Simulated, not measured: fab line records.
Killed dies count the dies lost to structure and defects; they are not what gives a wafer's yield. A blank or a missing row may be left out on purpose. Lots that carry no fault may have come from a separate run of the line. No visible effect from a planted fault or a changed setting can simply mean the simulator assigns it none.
Chamber matching / flow n5_finfet / rie_diel-01 running N5_MIM_TOP_ETCH_STRIP_01: 4 sister chambers
The step strips in O2. 14 wafers are shown with their chamber, then 7 later ones without.

## EACH WAFER AND ITS CHAMBER
wafer=L676.3; chamber=1; drypump_motor_current_A (A)=5.9; showerhead_plenum_p_Torr (Torr)=2.01; throttle_valve_pct (%)=16.97
wafer=L676.4; chamber=3; drypump_motor_current_A (A)=5.7; showerhead_plenum_p_Torr (Torr)=1.98; throttle_valve_pct (%)=16.80
wafer=L676.6; chamber=1; drypump_motor_current_A (A)=5.9; showerhead_plenum_p_Torr (Torr)=2.01; throttle_valve_pct (%)=16.99
wafer=L675.1; chamber=0; drypump_motor_current_A (A)=5.8; showerhead_plenum_p_Torr (Torr)=2.15; throttle_valve_pct (%)=16.57
wafer=L675.4; chamber=2; drypump_motor_current_A (A)=6.3; showerhead_plenum_p_Torr (Torr)=2.18; throttle_valve_pct (%)=16.85
wafer=L675.5; chamber=0; drypump_motor_current_A (A)=5.8; showerhead_plenum_p_Torr (Torr)=2.14; throttle_valve_pct (%)=16.58
wafer=L677.2; chamber=0; drypump_motor_current_A (A)=5.8; showerhead_plenum_p_Torr (Torr)=2.14; throttle_valve_pct (%)=16.58
wafer=L677.3; chamber=2; drypump_motor_current_A (A)=6.3; showerhead_plenum_p_Torr (Torr)=2.17; throttle_valve_pct (%)=16.80
wafer=L677.5; chamber=1; drypump_motor_current_A (A)=5.9; showerhead_plenum_p_Torr (Torr)=2.00; throttle_valve_pct (%)=17.02
wafer=L678.2; chamber=2; drypump_motor_current_A (A)=6.3; showerhead_plenum_p_Torr (Torr)=2.17; throttle_valve_pct (%)=16.79
wafer=L678.3; chamber=0; drypump_motor_current_A (A)=5.8; showerhead_plenum_p_Torr (Torr)=2.14; throttle_valve_pct (%)=16.57
wafer=L678.5; chamber=3; drypump_motor_current_A (A)=5.7; showerhead_plenum_p_Torr (Torr)=1.98; throttle_valve_pct (%)=16.79
wafer=L695.2; chamber=3; drypump_motor_current_A (A)=5.7; showerhead_plenum_p_Torr (Torr)=1.97; throttle_valve_pct (%)=16.87
wafer=L695.3; chamber=2; drypump_motor_current_A (A)=6.4; showerhead_plenum_p_Torr (Torr)=2.17; throttle_valve_pct (%)=16.87

SIGNATURES (averages over the wafers above)
reading=drypump_motor_current_A; chamber 0=5.800; chamber 1=5.900; chamber 2=6.325; chamber 3=5.700; scatter within a chamber=0.0274
reading=showerhead_plenum_p_Torr; chamber 0=2.1425; chamber 1=2.0067; chamber 2=2.1725; chamber 3=1.9767; scatter within a chamber=0.00532
reading=throttle_valve_pct; chamber 0=16.5750; chamber 1=16.9933; chamber 2=16.8275; chamber 3=16.8200; scatter within a chamber=0.0311
Rule: distance of a wafer from a chamber = root of the sum over the readings of ((wafer's reading minus chamber's mean) / reading's scatter) squared. If the next closest chamber is less than 2 further off than the closest, the wafer can't be placed; otherwise it belongs to the closest. The scatter: the root of (the sum of the squares of (reading less its chamber's mean) over the shown wafers, divided by (wafers less chambers)).

## WAFERS WITH NO CHAMBER GIVEN
wafer=L695.6; drypump_motor_current_A (A)=5.7; showerhead_plenum_p_Torr (Torr)=1.97; throttle_valve_pct (%)=16.82
wafer=L696.1; drypump_motor_current_A (A)=6.4; showerhead_plenum_p_Torr (Torr)=2.16; throttle_valve_pct (%)=16.89
wafer=L696.3; drypump_motor_current_A (A)=5.8; showerhead_plenum_p_Torr (Torr)=2.13; throttle_valve_pct (%)=16.61
wafer=L696.5; drypump_motor_current_A (A)=5.7; showerhead_plenum_p_Torr (Torr)=1.97; throttle_valve_pct (%)=16.89
wafer=L698.1; drypump_motor_current_A (A)=5.9; showerhead_plenum_p_Torr (Torr)=2.26; throttle_valve_pct (%)=16.66
wafer=L698.2; drypump_motor_current_A (A)=5.8; showerhead_plenum_p_Torr (Torr)=2.13; throttle_valve_pct (%)=16.65
wafer=L698.4; drypump_motor_current_A (A)=5.7; showerhead_plenum_p_Torr (Torr)=1.97; throttle_valve_pct (%)=16.86

## WHICH CHAMBER EACH WENT THROUGH
wafer=L695.6; from the rows above=3; in truth=3
wafer=L696.1; from the rows above=2; in truth=2
wafer=L696.3; from the rows above=0; in truth=0
wafer=L696.5; from the rows above=3; in truth=3
wafer=L698.1; from the rows above=can't be placed: 0 or 2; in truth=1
wafer=L698.2; from the rows above=0; in truth=0
wafer=L698.4; from the rows above=3; in truth=3
Correct placement for 6 of the 7. Can't be placed from these rows: 1 (the true chamber is among the candidates in 0). Placed wrongly: 0.
